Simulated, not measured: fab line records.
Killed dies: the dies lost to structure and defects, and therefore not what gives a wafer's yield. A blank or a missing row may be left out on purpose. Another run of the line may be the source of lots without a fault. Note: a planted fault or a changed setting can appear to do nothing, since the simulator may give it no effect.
Chamber matching -- flow n5 finfet -- 4 sister chambers for N5_DUMMY_GATE_TRIM_49 on rie si-03
The step chemistry O2, time 29 s, target cd 14 nm. 18 wafers are shown with their chamber, then 9 later ones without.

== EACH WAFER AND ITS CHAMBER ==
wafer,chamber,drypump motor current A (A),throttle valve pct (%),oes product au (a.u.)
L077.3,3,5.0,7.94,0.997
L077.4,2,6.2,8.37,1.009
L077.6,1,5.8,8.11,0.999
L080.4,1,5.8,8.10,0.984
L080.5,2,6.1,8.35,1.005
L080.6,1,5.8,8.10,0.982
L081.3,2,6.1,8.38,1.003
L081.5,1,5.8,8.08,0.990
L081.6,2,6.1,8.35,1.003
L082.2,0,6.4,8.14,1.002
L082.4,1,5.8,8.09,0.995
L082.5,2,6.1,8.35,0.993
L083.1,2,6.1,8.36,0.985
L083.4,3,5.0,7.95,0.993
L083.6,2,6.1,8.37,0.992
L084.1,1,5.8,8.10,0.996
L084.4,2,6.1,8.37,0.987
L084.6,2,6.1,8.36,0.992

SIGNATURES (averages over the wafers above)
reading,chamber 0,chamber 1,chamber 2,chamber 3,scatter within a chamber
drypump motor current A,6.400,5.800,6.111,5.000,0.0252
throttle valve pct,8.1400,8.0967,8.3622,7.9450,0.0105
oes product au,1.00200,0.99100,0.99656,0.99500,0.00771
Rule: for a wafer and a chamber, the distance is found by dividing, reading by reading, the gap between the wafer's reading and the chamber's mean by the reading's scatter, squaring, summing and taking the root. The wafer belongs to the nearest chamber; if the next one is less than 2 further off, it can't be placed. The scatter is the square root of a quotient: the sum, over the shown wafers, of each reading's squared deviation from its chamber's mean, divided by wafers minus chambers.

== WAFERS MISSING THEIR CHAMBER ==
wafer,drypump motor current A (A),throttle valve pct (%),oes product au (a.u.)
L085.1,6.1,8.36,0.987
L085.2,5.8,8.11,0.998
L085.3,5.0,7.94,0.995
L090.1,5.8,8.11,0.995
L090.3,6.4,8.14,1.011
L090.6,5.0,7.95,0.994
L091.1,5.0,7.95,1.000
L091.2,6.4,8.13,1.012
L091.4,6.1,8.36,0.997

== WHICH CHAMBER EACH WENT THROUGH ==
wafer,from the rows above,in truth
L085.1,2,2
L085.2,1,1
L085.3,3,3
L090.1,1,1
L090.3,0,0
L090.6,3,3
L091.1,3,3
L091.2,0,0
L091.4,2,2
Correct placement for 9 of the 9. Not placeable from these rows: 0. Wrongly placed: 0.
